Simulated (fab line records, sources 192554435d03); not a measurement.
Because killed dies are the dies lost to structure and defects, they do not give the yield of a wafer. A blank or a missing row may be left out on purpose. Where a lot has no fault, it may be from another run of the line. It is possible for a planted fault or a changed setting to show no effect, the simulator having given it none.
Struck lot and sound lot, side by side / flow n5_finfet / 36 out of 1938 route steps
Sound: wafers L302.3, L302.4, L302.5. Struck: wafer L311.3 (left out: L311.1, L311.5 of the same lot, which were not struck); the cause appears at the end.
At each step with rows: each side's tool, then ch and its chambers, then its first start. Under that, the readings that differ: sound wafers / struck wafers / difference of the means / sigmas: that difference in standard deviations of wafers without a fault.
alike: a reading whose means differ by less than 2 such deviations, as well as words and numbers matching on both sides. not compared: withheld readings; readings where some wafer has no value; bounds like >300 that might hide an equal value; numbers whose values overlap and for which the record gives no deviation.
The two part at a step that has a row with sigmas, a row that says differs or no value, or rows on one side only. Numbers that have no deviation but don't overlap get no sigmas and don't part them. A reading missing from all wafers of one side parts the sides only when that side holds two or more wafers.

first, 5 steps without rows for these wafers: N5_PASSIVATION_SOFTBAKE_25 (time 90 s); N5_PASSIVATION_EXPOSE_27 (exposes mask PAD, defocus 0 nm); N5_PASSIVATION_PEB_28; N5_PASSIVATION_DEVELOP_29 (develop time 60 s); N5_PASSIVATION_HARDBAKE_31 (time 120 s).
N5_PASSIVATION_CD_MEAS_30 targets a cd of 4000 nm.
  sound on cd_sem-03 ch 0, day 16 16:20; struck on cd_sem-03 ch 0, day 18 11:32
  alike: cd_nm
N5_PASSIVATION_OVL_MEAS_63:
  sound on overlay-02 ch 0, day 16 16:22; struck on overlay-02 ch 0, day 18 11:34
  alike: PAD_OVL
N5_PASSIVATION_INSPECT_64: inspects for defects (macro).
  sound on defect_inspect-02, day 16 16:23; struck on defect_inspect-01, day 18 11:35
  alike: raw_defect_count
N5_PASSIVATION_DESCUM_32: chemistry O2, time 7.9 s.
  sound on rie_diel-05 ch 0,1,3, day 16 16:26; struck on rie_diel-05 ch 2, day 18 11:38
  alike: drypump_motor_current_A, oes_product_au, rf_vpp_V, showerhead_plenum_p_Torr, throttle_valve_pct
  not compared: rf_hours_counter_h
then, 2 steps without rows for these wafers: N5_PASSIVATION_AL_ETCH_33 (etches Al in Cl2/BCl3, stops on TaN, target depth 2800 nm, time 466.7 s); N5_PASSIVATION_ETCH_59 (etches TaN in Cl2/BCl3, target depth 65 nm, time 34.9 s).
N5_PASSIVATION_STRIP_34: strips in O2.
  sound on rie_diel-01 ch 2,3, day 16 17:02; struck on rie_diel-05 ch 3, day 18 12:14
  alike: drypump_motor_current_A, oes_product_au, rf_vpp_V, showerhead_plenum_p_Torr, throttle_valve_pct
  not compared: rf_hours_counter_h
N5_PASSIVATION_STRIP_51: strips in post etch residue remover, time 1200 s.
  sound on wet_bench-01 ch 1,5,7, day 16 17:06; struck on wet_bench-01 ch 0,3,4, day 18 12:18
then, 12 steps without rows for these wafers: N5_PASSIVATION_CLEAN_69 (cleans in IPA, time 180 s); N5_PASSIVATION_SRD_70 (time 30 s); N5_PASSIVATION_PECVD_53 (deposits SiO2 from TEOS/O2, target thk 800 nm, time 169.4 s); N5_PASSIVATION_PECVD_35 (deposits SiNx from SiH4/NH3/N2, target thk 700 nm, time 151.3 s); N5_PASSIVATION_HMDS_37 (time 60 s); N5_PASSIVATION_COAT_38; N5_PASSIVATION_EBR_40; N5_PASSIVATION_SOFTBAKE_39 (time 120 s); N5_PASSIVATION_EXPOSE_41 (exposes mask PASS OPEN, defocus 0 nm, target cd 40000 nm); N5_PASSIVATION_PEB_42; N5_PASSIVATION_DEVELOP_43 (develop time 60 s); N5_PASSIVATION_HARDBAKE_45 (time 120 s).
N5_PASSIVATION_CD_MEAS_44 targets a cd of 40000 nm.
  sound on cd_sem-01 ch 0, day 16 18:12; struck on cd_sem-01 ch 0, day 18 13:17
  alike: cd_nm
N5_PASSIVATION_OVL_MEAS_66:
  sound on overlay-01 ch 0, day 16 18:14; struck on overlay-01 ch 0, day 18 13:19
  alike: PASS_OPEN_OVL
N5_PASSIVATION_DESCUM_46: chemistry O2, time 7.9 s.
  sound on rie_diel-03 ch 1,2,3, day 16 18:42; struck on rie_diel-03 ch 3, day 18 13:22
  alike: drypump_motor_current_A, oes_product_au, rf_vpp_V, showerhead_plenum_p_Torr, throttle_valve_pct
  not compared: rf_hours_counter_h
N5_PASSIVATION_PASS_ETCH_47: etches SiNx in CF4/O2, target depth 770 nm, time 385 s.
  sound on rie_diel-03 ch 1,2,3, day 16 18:44; struck on rie_diel-03 ch 3, day 18 13:24
  alike: O2_flow_sccm, drypump_motor_current_A, oes_ar_750_au, oes_o_777_au, oes_product_au, rf_vpp_V, showerhead_plenum_p_Torr, throttle_valve_pct
  not compared: rf_hours_counter_h
N5_PASSIVATION_ETCH_54: etches SiO2 in CHF3/O2, target depth 880 nm, time 440 s.
  sound on rie_diel-03 ch 1,2,3, day 16 18:58; struck on rie_diel-03 ch 3, day 18 13:38
  alike: O2_flow_sccm, drypump_motor_current_A, oes_ar_750_au, oes_o_777_au, oes_product_au, rf_vpp_V, showerhead_plenum_p_Torr, throttle_valve_pct
  not compared: rf_hours_counter_h
then, 5 steps without rows for these wafers: N5_PASSIVATION_STRIP_48 (strips in O2); N5_PASSIVATION_STRIP_52 (strips in post etch residue remover, time 1200 s); N5_PASSIVATION_CLEAN_71 (cleans in IPA, time 180 s); N5_PASSIVATION_SRD_72 (time 30 s); N5_PASSIVATION_ANNEAL_56 (time 1800 s).
N5_PASSIVATION_PROBE_49:
  only the struck wafers here have rows in the record (prober-02, day 18 16:31); the sound ones have none

WHERE THEY PART
Only at N5_PASSIVATION_PROBE_49, within this record.

WHY: what had been put in by the simulator
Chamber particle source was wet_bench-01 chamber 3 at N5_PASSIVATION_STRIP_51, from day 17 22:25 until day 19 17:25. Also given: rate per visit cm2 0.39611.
